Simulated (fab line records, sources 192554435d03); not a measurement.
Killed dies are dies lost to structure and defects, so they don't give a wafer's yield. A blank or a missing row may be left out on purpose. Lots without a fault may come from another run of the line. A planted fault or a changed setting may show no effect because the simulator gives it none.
Chamber matching | flow n5_finfet | N5_PMOS_HMC_CHANNEL_EPI_CMP_21 on cmp-04: 4 sister chambers
The step polishes SiGe30, target thk 54 nm. 16 wafers are shown with their chamber, then 8 later ones without.

WAFERS WITH THEIR CHAMBER
wafer  | chamber | motor_current_A (A)
L074.2 | 0       | 12.7
L074.5 | 3       | 12.9
L074.6 | 0       | 12.2
L075.2 | 3       | 13.0
L075.3 | 2       | 11.6
L075.4 | 1       | 12.1
L076.1 | 1       | 12.5
L076.2 | 0       | 12.7
L076.4 | 2       | 11.4
L078.1 | 1       | 12.9
L078.3 | 2       | 11.6
L078.5 | 2       | 11.3
L079.3 | 0       | 12.6
L079.5 | 1       | 12.0
L079.6 | 0       | 11.4
L082.1 | 2       | 11.6

SIGNATURES (means of the wafers above)
reading         | chamber 0 | chamber 1 | chamber 2 | chamber 3 | scatter within a chamber
motor_current_A | 12.320    | 12.375    | 11.500    | 12.950    | 0.389
Rule: a wafer's distance from a chamber is the root of the sum, over the readings, of the square of ((its reading less the chamber's mean) divided by the reading's scatter). The wafer belongs to the nearest chamber; if the next one is less than 2 further off, it can't be placed. The scatter: the root of (the sum of the squares of (reading less its chamber's mean) over the shown wafers, divided by (wafers less chambers)).

WAFERS WITHOUT THEIR CHAMBER
wafer  | motor_current_A (A)
L082.3 | 12.2
L082.4 | 12.5
L084.1 | 11.9
L084.2 | 12.4
L084.4 | 12.5
L089.2 | 11.9
L089.4 | 13.1
L089.5 | 12.3

WHICH CHAMBER EACH WENT THROUGH
wafer  | from the rows above               | in truth
L082.3 | can't be placed: 0 or 1 or 2 or 3 | 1
L082.4 | can't be placed: 1 or 0 or 3      | 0
L084.1 | can't be placed: 2 or 0 or 1 or 3 | 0
L084.2 | can't be placed: 1 or 0 or 3      | 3
L084.4 | can't be placed: 1 or 0 or 3      | 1
L089.2 | can't be placed: 2 or 0 or 1 or 3 | 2
L089.4 | can't be placed: 3 or 1 or 0      | 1
L089.5 | can't be placed: 0 or 1 or 3      | 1
Placed correctly: 0 of 8. Can't be placed from these rows: 8 (the true chamber is among the candidates in 8). Placed wrongly: 0.
